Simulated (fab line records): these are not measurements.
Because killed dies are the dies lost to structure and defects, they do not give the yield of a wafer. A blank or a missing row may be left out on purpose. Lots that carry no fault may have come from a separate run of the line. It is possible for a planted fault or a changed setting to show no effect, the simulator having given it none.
Matching of chambers | flow nandHarc | 3 sister chambers for NHARC_A_ONON_D1_DEP_33 on pecvd-04
The step deposits SiO2, target thk 200 nm. 3 wafers are shown with their chamber, then 9 later ones without.

WAFERS, EACH WITH ITS CHAMBER
wafer  | chamber | heaterPowerW (W)
L087.1 | 2       | 464
L087.4 | 0       | 558
L087.6 | 1       | 711

WAFERS MISSING THEIR CHAMBER
wafer  | heaterPowerW (W)
L094.2 | 458
L094.3 | 643
L094.5 | 668
L097.1 | 424
L097.5 | 429
L097.6 | 708
L096.3 | 532
L096.5 | 410
L096.6 | 765

CHAMBER TAKEN BY EACH
wafer  | from the rows above     | in truth
L094.2 | 2                       | 2
L094.3 | can't be placed: 1 or 0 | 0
L094.5 | can't be placed: 1 or 0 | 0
L097.1 | 2                       | 2
L097.5 | 2                       | 2
L097.6 | 1                       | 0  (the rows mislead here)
L096.3 | can't be placed: 0 or 2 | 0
L096.5 | 2                       | 2
L096.6 | 1                       | 1
Correct placement for 5 of the 9. Can't be placed from these rows: 3 (the true chamber is among the candidates in 3). Placed wrongly: 1.
How it was worked out, from the rows above alone: a wafer's distance from a chamber is the root of the sum, over the readings, of the square of ((its reading less the chamber's mean) divided by the reading's scatter). If the next closest chamber is less than 2 further off than the closest, the wafer can't be placed; otherwise it belongs to the closest. The mean given for a chamber averages the wafers shown for that chamber. The scatter (one wafer shown for each chamber): square how far every hidden wafer sits from the nearest shown wafer, average those squares and take the square root.
